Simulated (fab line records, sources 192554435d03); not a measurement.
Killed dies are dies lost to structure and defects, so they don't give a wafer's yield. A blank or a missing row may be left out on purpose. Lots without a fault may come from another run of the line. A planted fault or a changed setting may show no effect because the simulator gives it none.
fab line records | flow n5_finfet
record lots=7 wafers=21
route steps=1938 shown BEOL_M10@1500 BEOL_M11@1560 BEOL_M13@1659
start_h: hours from the record's first day to the start of the lot's first wafer shown | wait_h: hours since the lot's step before | " the same as in the row above | L1.1+2: a row that stands for several wafers | - no value, or no start given | * or withheld: withheld | < > ~ a bound
route shown NAME@n: a module of which the file shows steps, and the number in the route of the first | usual: mean/standard deviation of fault-free wafers | same: alike in all rows | chamber/n: place in a boat | sites: the reading at each site | _std_site: their standard deviation | _edge_site: outer sites' mean less inner sites' | radius_mm: how far each site lies from the wafer's centre | mask NAME#n: copy n | behind: the tool/chamber that last shaped the wafer | hold: why the lot was held/for how many hours/how that ended | device: the transistor (n, p or np) that didn't switch | end of line: the same wafers' tests at the end of the route | a step without rows: its recipe alone | killed: dies lost to structure and defects at the first sort, not the wafer's yield | map: a wafer's dies, x killed, . not, _ none there
set.NAME: the setting as run; set.NAME@STEP: as run at that earlier step | model.NAME: the simulator's own value behind a step, which no gauge read
lots whose settings were changed on purpose; a table a step, a row a wafer
## steps
# step N5_BEOL_M10_PEB_26
# recipe peb_temp_c=withheld peb_time_s=60 resist=CAR-ArF
# columns lot.wafer tool chamber start_h wait_h set.peb_time_s
L076.1+3+5 litho_track-05 0 241.42 0.1 60
L077.2+6 litho_track-03 0 246.30 0.1 64.72
L077.3 " 0 " " 60
L078.3+6 litho_track-05 0 246.47 0.0 60
L078.4 " 0 " " 69.85
L080.3+4 litho_track-05 0 264.35 0.0 52.08
L080.5 " 0 " " 60
L083.3 litho_track-02 0 270.55 0.0 72.49
L083.5+6 " 0 " " 60
L086.1 litho_track-05 0 295.79 0.1 66.68
L086.3+5 " 0 " " 60
L091.1+4 litho_track-02 0 330.29 0.1 60
L091.3 " 0 " " 49.36
# step N5_BEOL_M10_DEVELOP_27
# recipe develop_time_s=30 developer=TMAH resist=CAR-ArF rinse_liquid=diw dry=air_spin dev_temp_c=23
# step N5_BEOL_M10_CD_MEAS_28
# recipe target_cd_nm=70 landing_energy_ev=500 detector=se_inlens polarity=opening
# usual cd_nm=69.9/1.1
# columns lot.wafer tool chamber start_h wait_h set.peb_time_s@BEOL_M10_PEB_26 cd_nm
L076.1 cd_sem-02 0 241.49 - 60 68.9
L076.3 " 0 " " 60 69.5
L076.5 " 0 " " 60 69.8
L077.2 cd_sem-02 0 246.36 - 64.72 71.7
L077.3 " 0 " " 60 70.3
L077.6 " 0 " " 64.72 72.8
L078.3 cd_sem-02 0 246.54 - 60 71.7
L078.4 " 0 " " 69.85 78.2
L078.6 " 0 " " 60 70.4
L080.3 cd_sem-01 0 264.42 - 52.08 62.8
L080.4 " 0 " " 52.08 62.4
L080.5 " 0 " " 60 70.2
L083.3 cd_sem-03 0 270.62 - 72.49 76.8
L083.5 " 0 " " 60 69.7
L083.6 " 0 " " 60 69.6
L086.1 cd_sem-02 0 295.85 - 66.68 75.8
L086.3 " 0 " " 60 68.8
L086.5 " 0 " " 60 70.6
L091.1 cd_sem-03 0 330.35 - 60 68.7
L091.3 " 0 " " 49.36 60.3
L091.4 " 0 " " 60 67.9
# step N5_BEOL_M10_DESCUM_33
# recipe chemistry=O2 time_s=7.9 source_power_w=50 bias_power_w=20 pressure_mtorr=20 rf_frequency_hz=2.712e+07 temp_c=40 resist=CAR-ArF o2_flow_sccm=225
# step N5_BEOL_M10_ETCH_65
# recipe chemistry=CF4 target=SiARC target_depth_a=390 mask_material=CAR-ArF time_s=65 ion_energy_ev=80 pressure_mtorr=40 source_w=545 bias_w=36 Ar_flow_sccm=100 cf4_flow_sccm=100 ends=cleared
# step N5_BEOL_M10_ETCH_66
# recipe chemistry=N2/H2 target=SOC target_depth_a=1200 overetch_a=240 mask_material=SiARC temp_c=40 time_s=180 ion_energy_ev=200 pressure_mtorr=30 source_w=840 bias_w=150 n2_flow_sccm=200 h2_flow_sccm=200
# columns lot.wafer tool chamber start_h wait_h set.spin_rpm@BEOL_M10_COAT_63 model.etch.depth_nm
L076.1 rie_diel-06 0 241.95 0.0 1500 99.65
L076.3 " 2 " " 1500 99.42
L076.5 " 2 " " 1500 99.55
L077.2 rie_diel-05 3 246.54 0.0 1500 100.4
L077.3 " 0 " " 1500 100
L077.6 " 1 " " 1500 100.3
L078.3 rie_diel-01 1 246.74 0.0 1500 100.2
L078.4 " 2 " " 1500 100.5
L078.6 " 2 " " 1500 100.6
L080.3 rie_diel-01 3 265.09 0.0 1500 100.1
L080.4 " 0 " " 1337 106
L080.5 " 2 " " 1337 106.2
L083.3 rie_diel-06 1 270.79 0.0 1500 100.7
L083.5 " 1 " " 1582 97.7
L083.6 " 2 " " 1500 100.2
L086.1 rie_diel-01 3 296.03 0.0 1500 100.4
L086.3 " 0 " " 1500 99.94
L086.5 " 0 " " 1618 96.64
L091.1 rie_diel-01 1 330.53 0.0 1500 99.43
L091.3 " 0 " " 1500 99.68
L091.4 " 2 " " 1500 99.61
# step N5_BEOL_M11_COAT_63
# recipe resist=SOC temp_c=250 time_s=60 spin_rpm=1500 resist_thk_nm=100
# columns lot.wafer tool chamber start_h wait_h set.spin_rpm model.SOC_of_BEOL_M11_COAT_63.thk_nm
L076.1 litho_track-02 0 253.15 4.7 1500 100.2
L076.3 " 0 " " 1500 100.4
L076.5 " 0 " " 1500 100.8
L077.2 litho_track-02 0 255.32 0.4 1572 98
L077.3 " 0 " " 1500 100.4
L077.6 " 0 " " 1500 100.6
L078.3+4 litho_track-04 0 255.32 0.3 1606 97
L078.6 " 0 " " 1500 100.6
L080.3+4 litho_track-02 0 272.51 0.0 1374 104.6
L080.5 " 0 " " 1500 100.2
L083.3 litho_track-02 0 283.65 1.4 1500 100
L083.5+6 " 0 " " 1500 99.8
L086.1 litho_track-01 0 302.90 0.4 1500 100.6
L086.3 " 0 " " 1432 102.8
L086.5 " 0 " " 1432 102.6
L091.1+3 litho_track-01 0 339.03 0.0 1377 104.2
L091.4 " 0 " " 1377 103.8
# step N5_BEOL_M11_EXPOSE_25
# recipe mask_id=V10 na=1.35 source_shape=annular sigma_inner=0.5 sigma_outer=0.8 polarization=unpolarized dose_mj=85.5
# columns lot.wafer tool chamber start_h wait_h mask set.dose_mj
L076.1+3+5 arfi_scanner-01 0 253.39 - V10#0 85.5
L077.2+3+6 arfi_scanner-02 0 255.57 - V10#0 87.19
L078.3 arfi_scanner-01 0 255.75 - V10#0 85.5
L078.4+6 " 0 " " V10#0 91.27
L080.3+5 arfi_scanner-02 0 272.77 - V10#0 83.12
L080.4 " 0 " " V10#0 85.5
L083.3+5+6 arfi_scanner-01 0 283.91 - V10#0 85.5
L086.1+5 arfi_scanner-03 0 303.14 - V10#0 82.67
L086.3 " 0 " " V10#0 85.5
L091.1+3+4 arfi_scanner-02 0 339.27 - V10#0 85.5
# step N5_BEOL_M11_PEB_26
# recipe peb_temp_c=withheld peb_time_s=60 resist=CAR-ArF
# step N5_BEOL_M11_DEVELOP_27
# recipe develop_time_s=30 developer=TMAH resist=CAR-ArF rinse_liquid=diw dry=air_spin dev_temp_c=23
# step N5_BEOL_M11_CD_MEAS_28
# recipe target_cd_nm=70 landing_energy_ev=500 detector=se_inlens polarity=opening
# usual cd_nm=69.7/1.1
# columns lot.wafer tool chamber start_h wait_h set.dose_mj@BEOL_M11_EXPOSE_25 cd_nm
L076.1 cd_sem-03 0 253.52 - 85.5 70.1
L076.3 " 0 " " 85.5 70.1
L076.5 " 0 " " 85.5 69.4
L077.2 cd_sem-02 0 255.70 - 87.19 73.4
L077.3 " 0 " " 87.19 73.1
L077.6 " 0 " " 87.19 72.3
L078.3 cd_sem-02 0 255.86 - 85.5 69.7
L078.4 " 0 " " 91.27 74.8
L078.6 " 0 " " 91.27 75.6
L080.3 cd_sem-01 0 272.89 - 83.12 65.9
L080.4 " 0 " " 85.5 69.5
L080.5 " 0 " " 83.12 66.9
L083.3 cd_sem-03 0 284.03 - 85.5 69.3
L083.5 " 0 " " 85.5 68.7
L083.6 " 0 " " 85.5 69.3
L086.1 cd_sem-02 0 303.27 - 82.67 66.1
L086.3 " 0 " " 85.5 70.5
L086.5 " 0 " " 82.67 68.0
L091.1 cd_sem-03 0 339.41 - 85.5 69.6
L091.3 " 0 " " 85.5 71.7
L091.4 " 0 " " 85.5 71.5
# step N5_BEOL_M11_DESCUM_33
# recipe chemistry=O2 time_s=7.9 source_power_w=50 bias_power_w=20 pressure_mtorr=20 rf_frequency_hz=2.712e+07 temp_c=40 resist=CAR-ArF o2_flow_sccm=225
# step N5_BEOL_M11_ETCH_65
# recipe chemistry=CF4 target=SiARC target_depth_a=390 mask_material=CAR-ArF time_s=65 ion_energy_ev=80 pressure_mtorr=40 source_w=545 bias_w=36 Ar_flow_sccm=100 cf4_flow_sccm=100 ends=cleared
# step N5_BEOL_M11_ETCH_66
# recipe chemistry=N2/H2 target=SOC target_depth_a=1200 overetch_a=240 mask_material=SiARC temp_c=40 time_s=180 ion_energy_ev=200 pressure_mtorr=30 source_w=840 bias_w=150 n2_flow_sccm=200 h2_flow_sccm=200
# columns lot.wafer tool chamber start_h wait_h set.spin_rpm@BEOL_M11_COAT_63 model.etch.depth_nm
L076.1 rie_diel-03 1 254.02 0.0 1500 100.2
L076.3 " 3 " " 1500 100.4
L076.5 " 2 " " 1500 100.8
L077.2 rie_diel-03 3 255.87 0.0 1572 98.06
L077.3 " 1 " " 1500 100.3
L077.6 " 2 " " 1500 100.5
L078.3 rie_diel-03 1 256.33 0.0 1606 96.96
L078.4 " 2 " " 1606 96.95
L078.6 " 0 " " 1500 100.5
L080.3 rie_diel-03 2 273.17 0.0 1374 104.7
L080.4 " 1 " " 1374 104.6
L080.5 " 2 " " 1500 100.3
L083.3 rie_diel-03 0 284.31 0.0 1500 100
L083.5 " 1 " " 1500 99.86
L083.6 " 0 " " 1500 99.87
L086.1 rie_diel-03 0 303.45 0.0 1500 100.6
L086.3 " 1 " " 1432 102.7
L086.5 " 1 " " 1432 102.5
L091.1 rie_diel-02 3 339.62 0.0 1377 104.1
L091.3 " 0 " " 1377 104.2
L091.4 " 2 " " 1377 103.9
# step N5_BEOL_M11_STRIP_69
# recipe chemistry=N2/H2 temp_c=40 n2_flow_sccm=200 h2_flow_sccm=200 rf_frequency_hz=6e+07
# step N5_BEOL_M11_VIA_ETCH_34
# recipe chemistry=C4F6/O2 target=SiCOH_lowk target_depth_a=1845 mask_material=SOC taper_deg=4 time_s=69.2 ion_energy_ev=250 pressure_mtorr=30 source_w=345 bias_w=185 Ar_flow_sccm=300 C4F6_flow_sccm=10 O2_flow_sccm=10
# columns lot.wafer tool chamber start_h wait_h set.spin_rpm@BEOL_M11_COAT_63 model.SOC_of_BEOL_M11_COAT_63.thk_nm
L076.1 rie_diel-03 1 254.14 0.0 1500 92
L076.3 " 3 " " 1500 92.6
L076.5 " 2 " " 1500 92.8
L077.2 rie_diel-03 3 255.99 0.0 1572 90.2
L077.3 " 1 " " 1500 92.2
L077.6 " 2 " " 1500 92.6
L078.3 rie_diel-03 1 256.45 0.0 1606 88.8
L078.4 " 2 " " 1606 89
L078.6 " 0 " " 1500 92.4
L080.3 rie_diel-03 2 273.29 0.0 1374 96.8
L080.4 " 1 " " 1374 96.6
L080.5 " 2 " " 1500 92.4
L083.3 rie_diel-03 0 284.43 0.0 1500 92
L083.5+6 " 1,0 " " 1500 91.8
L086.1 rie_diel-03 0 303.57 0.0 1500 92.4
L086.3+5 " 1 " " 1432 94.4
L091.1 rie_diel-02 3 339.74 0.0 1377 96
L091.3+4 " 0,2 " " 1377 96.2
# step N5_BEOL_M13_ILD_DEP_00
# recipe material=SiOC target_thk_a=8379.2 temp_c=350 precursor=DEMS/O2 pressure_torr=5 rf_w=500 time_s=166.4
# columns lot.wafer tool chamber start_h wait_h set.time_s model.SiOC_of_BEOL_M13_ILD_DEP_00.thk_nm
L076.1 pecvd-03 2 263.88 0.0 166.4 813.2
L076.3 " 0 " " 166.4 816.4
L076.5 " 2 " " 166.4 833.4
L078.3 pecvd-03 1 266.46 0.0 183.6 914.6
L078.4 " 1 " " 166.4 848
L078.6 " 2 " " 183.6 915.2
L077.2 pecvd-01 1 266.73 0.0 180.7 901
L077.3 " 2 " " 166.4 813.2
L077.6 " 1 " " 180.7 909.6
L080.3 pecvd-04 2 281.76 0.0 187.7 933
L080.4 " 0 " " 166.4 852
L080.5 " 1 " " 166.4 848.4
L083.3 pecvd-03 1 294.49 0.1 142.1 732.4
L083.5 " 2 " " 166.4 848.6
L083.6 " 1 " " 166.4 839.4
L086.1 pecvd-03 2 311.10 0.0 166.4 818.4
L086.3 " 0 " " 166.4 811.8
L086.5 " 2 " " 166.4 843.4
L091.1 pecvd-04 0 347.80 0.0 166.4 841.4
L091.3 " 2 " " 166.4 830.2
L091.4 " 1 " " 166.4 852.8
# step N5_BEOL_M13_THK_MEAS_01
# recipe reads=SiOC_of_BEOL_M13_ILD_DEP_00
# usual M13_ILD_THK=837/13
# columns lot.wafer tool chamber start_h wait_h set.time_s@BEOL_M13_ILD_DEP_00 M13_ILD_THK[nm]
L076.1 film_metro-02 - 264.03 0.1 166.4 813
L076.3 " - " " 166.4 816
L076.5 " - " " 166.4 834
L078.3 film_metro-01 - 266.61 0.1 183.6 915
L078.4 " - " " 166.4 848
L078.6 " - " " 183.6 915
L077.2 film_metro-02 - 266.88 0.1 180.7 901
L077.3 " - " " 166.4 813
L077.6 " - " " 180.7 909
L080.3 film_metro-02 - 281.91 0.1 187.7 933
L080.4 " - " " 166.4 852
L080.5 " - " " 166.4 849
L083.3 film_metro-02 - 294.64 0.1 142.1 732
L083.5 " - " " 166.4 849
L083.6 " - " " 166.4 840
L086.1 film_metro-02 - 311.25 0.1 166.4 818
L086.3 " - " " 166.4 811
L086.5 " - " " 166.4 843
L091.1 film_metro-01 - 347.95 0.1 166.4 841
L091.3 " - " " 166.4 831
L091.4 " - " " 166.4 853
# step N5_BEOL_M13_COAT_58
# recipe resist=BARC temp_c=205 time_s=60 spin_rpm=1500 resist_thk_nm=89
# columns lot.wafer tool chamber start_h wait_h set.spin_rpm model.BARC_of_BEOL_M13_COAT_58.thk_nm
L076.1 litho_track-01 0 264.06 0.0 1500 89
L076.3 " 0 " " 1500 88.8
L076.5 " 0 " " 1500 88.6
L078.3 litho_track-03 0 266.65 0.0 1500 88.8
L078.4 " 0 " " 1341 94.8
L078.6 " 0 " " 1341 94.4
L077.2 litho_track-02 0 266.91 0.0 1500 89
L077.3+6 " 0 " " 1570 87.2
L080.3 litho_track-03 0 281.95 0.0 1500 89.2
L080.4 " 0 " " 1500 89.4
L080.5 " 0 " " 1500 89
L083.3 litho_track-01 0 294.67 0.0 1500 89.8
L083.5 " 0 " " 1345 94.6
L083.6 " 0 " " 1500 89.4
L086.1+5 litho_track-02 0 311.28 0.0 1500 89.6
L086.3 " 0 " " 1500 89.4
L091.1+3 litho_track-02 0 350.91 3.0 1418 92.2
L091.4 " 0 " " 1500 89.6
# step N5_BEOL_M13_COAT_04
# recipe spin_rpm=1625 resist_thk_nm=400
# step N5_BEOL_M13_EBR_06
# recipe solvent=PGMEA ebr_width_mm=1.5
# step N5_BEOL_M13_DESCUM_15
# recipe chemistry=O2 time_s=7.9 source_power_w=50 bias_power_w=20 pressure_mtorr=20 rf_frequency_hz=2.712e+07 temp_c=40 o2_flow_sccm=225
# step N5_BEOL_M13_ETCH_59
# recipe chemistry=N2/H2 target=BARC target_depth_a=890 overetch_a=267 time_s=67.9 ion_energy_ev=200 pressure_mtorr=30 source_w=840 bias_w=150 n2_flow_sccm=200 h2_flow_sccm=200
# columns lot.wafer tool chamber start_h wait_h set.spin_rpm@BEOL_M13_COAT_58 model.etch.depth_nm
L076.1 rie_diel-03 3 264.45 0.0 1500 89.01
L076.3 " 2 " " 1500 88.9
L076.5 " 0 " " 1500 88.67
L078.3 rie_diel-02 3 267.16 0.0 1500 88.83
L078.4 " 2 " " 1341 94.75
L078.6 " 2 " " 1341 94.32
L077.2 rie_diel-03 2 267.43 0.0 1500 89.06
L077.3 " 3 " " 1570 87.18
L077.6 " 0 " " 1570 87.22
L080.3 rie_diel-03 3 282.34 0.0 1500 89.1
L080.4 " 2 " " 1500 89.31
L080.5 " 3 " " 1500 89.05
L083.3 rie_diel-04 1 295.20 0.0 1500 89.71
L083.5 " 1 " " 1345 94.64
L083.6 " 2 " " 1500 89.44
L086.1 rie_diel-03 2 311.68 0.0 1500 89.52
L086.3 " 3 " " 1500 89.36
L086.5 " 3 " " 1500 89.5
L091.1 rie_diel-02 1 355.17 0.0 1418 92.11
L091.3 " 3 " " 1418 92.17
L091.4 " 2 " " 1500 89.61
# step N5_BEOL_M13_VIA_ETCH_16
# recipe chemistry=C4F8/O2/Ar target=SiOC pressure_mtorr=30 source_w=3000 bias_w=700 Ar_flow_sccm=400 C4F8_flow_sccm=15 O2_flow_sccm=8 he_inner_torr=15 he_outer_torr=30 target_depth_a=9217 time_s=withheld ion_energy_ev=250 ends=cleared
# columns lot.wafer tool chamber start_h wait_h set.time_s@BEOL_M13_ILD_DEP_00 model.etch.depth_nm model.coat_of_BEOL_M13_COAT_04.thk_nm
L076.1 rie_diel-03 3 264.51 0.0 * 813.3 82.2
L076.3 " 2 " " * 816.5 79.8
L076.5 " 0 " " * 833.4 73.4
L078.3 rie_diel-02 3 267.22 0.0 * 914.6 47
L078.4 " 2 " " * 847.9 68.6
L078.6 " 2 " " * 915.3 49
L077.2 rie_diel-03 2 267.48 0.0 * 901 53
L077.3 " 3 " " * 813.1 77.8
L077.6 " 0 " " * 909.6 48.2
L080.3 rie_diel-03 3 282.39 0.0 * 933.1 42.8
L080.4 " 2 " " * 851.9 66.8
L080.5 " 3 " " * 848.4 69.2
L083.3 rie_diel-04 1 295.26 0.0 * 732.4 104.2
L083.5 " 1 " " * 848.7 68.6
L083.6 " 2 " " * 839.3 71.2
L086.1 rie_diel-03 2 311.73 0.0 * 818.5 74.4
L086.3 " 3 " " * 811.9 80.6
L086.5 " 3 " " * 843.5 71.4
L091.1 rie_diel-02 1 355.22 0.0 * 841.4 72.8
L091.3 " 3 " " * 830.2 76.2
L091.4 " 2 " " * 852.7 71.2
# step N5_BEOL_M13_STRIP_63
# recipe chemistry=N2/H2 power_w=1000 temp_c=250 h2_frac=0.65 overash_fraction=0.3 pressure_mtorr=1000 n2_flow_sccm=1750 h2_flow_sccm=3250
# usual strip_time_to_endpoint_s=28.2/1.3
# columns lot.wafer tool chamber start_h wait_h set.time_s@BEOL_M13_ILD_DEP_00 strip_time_to_endpoint_s
L076.1 plasma_asher-02 1 264.74 - 166.4 31.2
L076.3 " 0 " " 166.4 30.5
L076.5 " 0 " " 166.4 28.7
L078.3 plasma_asher-01 0 267.47 - 183.6 20.7
L078.4 " 1 " " 166.4 27.2
L078.6 " 1 " " 183.6 21.3
L077.2 plasma_asher-01 1 267.72 - 180.7 22.5
L077.3 " 0 " " 166.4 30.0
L077.6 " 1 " " 180.7 21.1
L080.3 plasma_asher-02 0 282.65 - 187.7 19.3
L080.4 " 1 " " 166.4 26.7
L080.5 " 1 " " 166.4 27.5
L083.3 plasma_asher-02 0 295.51 - 142.1 37.4
L083.5 " 1 " " 166.4 27.3
L083.6 " 0 " " 166.4 28.0
L086.1 plasma_asher-01 0 311.97 - 166.4 29.0
L086.3 " 0 " " 166.4 30.8
L086.5 " 1 " " 166.4 28.0
L091.1 plasma_asher-02 1 355.46 - 166.4 28.5
L091.3 " 1 " " 166.4 29.4
L091.4 " 0 " " 166.4 28.0
# step N5_BEOL_M13_STRIP_64
# recipe chemistry=N2/H2 power_w=1000 temp_c=250 h2_frac=0.65 overash_fraction=0.3 pressure_mtorr=withheld n2_flow_sccm=1750 h2_flow_sccm=3250
# usual strip_time_to_endpoint_s=31.39/0.09
# columns lot.wafer tool chamber start_h wait_h set.spin_rpm@BEOL_M13_COAT_58 strip_time_to_endpoint_s
L076.1 plasma_asher-02 1 264.80 0.0 1500 31.31
L076.3 " 0 " " 1500 31.30
L076.5 " 0 " " 1500 31.21
L078.3 plasma_asher-01 0 267.53 0.0 1500 31.27
L078.4 " 1 " " 1341 32.96
L078.6 " 1 " " 1341 32.82
L077.2 plasma_asher-01 1 267.78 0.0 1500 31.34
L077.3 " 0 " " 1570 30.78
L077.6 " 1 " " 1570 30.81
L080.3 plasma_asher-02 0 282.71 0.0 1500 31.35
L080.4 " 1 " " 1500 31.39
L080.5 " 1 " " 1500 31.33
L083.3 plasma_asher-02 0 295.57 0.0 1500 31.52
L083.5 " 1 " " 1345 32.91
L083.6 " 0 " " 1500 31.42
L086.1 plasma_asher-01 0 312.03 0.0 1500 31.45
L086.3 " 0 " " 1500 31.39
L086.5 " 1 " " 1500 31.45
L091.1 plasma_asher-02 1 355.52 0.0 1418 32.19
L091.3 " 1 " " 1418 32.24
L091.4 " 0 " " 1500 31.48
## key
split step=N5_BEOL_M10_PEB_26 setting=peb_time_s stated=60 by=wafer
response step=N5_BEOL_M10_CD_MEAS_28 reading=cd_nm change=+0.431 per=1% r=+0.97
split step=N5_BEOL_M11_COAT_63 setting=spin_rpm stated=1500 by=wafer
response step=N5_BEOL_M11_COAT_63 reading=model.SOC_of_BEOL_M11_COAT_63.thk_nm change=-0.511 per=1% r=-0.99
response step=N5_BEOL_M11_ETCH_66 reading=model.etch.depth_nm change=-0.502 per=1% r=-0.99
response step=N5_BEOL_M11_VIA_ETCH_34 reading=model.SOC_of_BEOL_M11_COAT_63.thk_nm change=-0.49 per=1% r=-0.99
split step=N5_BEOL_M11_EXPOSE_25 setting=dose_mj stated=85.5 by=wafer
response step=N5_BEOL_M11_CD_MEAS_28 reading=cd_nm change=+0.885 per=1% r=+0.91
split step=N5_BEOL_M13_ILD_DEP_00 setting=time_s stated=166.4 by=wafer
response step=N5_BEOL_M13_ILD_DEP_00 reading=model.SiOC_of_BEOL_M13_ILD_DEP_00.thk_nm change=+7.48 per=1% r=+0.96
response step=N5_BEOL_M13_THK_MEAS_01 reading=M13_ILD_THK change=+7.5 per=1% r=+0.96
response step=N5_BEOL_M13_VIA_ETCH_16 reading=model.etch.depth_nm change=+7.49 per=1% r=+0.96
response step=N5_BEOL_M13_VIA_ETCH_16 reading=model.coat_of_BEOL_M13_COAT_04.thk_nm change=-2.28 per=1% r=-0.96
response step=N5_BEOL_M13_STRIP_63 reading=strip_time_to_endpoint_s change=* per=1% r=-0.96
split step=N5_BEOL_M13_COAT_58 setting=spin_rpm stated=1500 by=wafer
response step=N5_BEOL_M13_COAT_58 reading=model.BARC_of_BEOL_M13_COAT_58.thk_nm change=-0.501 per=1% r=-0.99
response step=N5_BEOL_M13_ETCH_59 reading=model.etch.depth_nm change=-0.5 per=1% r=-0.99
response step=N5_BEOL_M13_STRIP_64 reading=strip_time_to_endpoint_s change=* per=1% r=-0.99
split outside_this_file step=N5_BEOL_M10_COAT_63 setting=spin_rpm
# split outside_this_file: this setting was split too, and the file shows its column; the key of that split is in another file
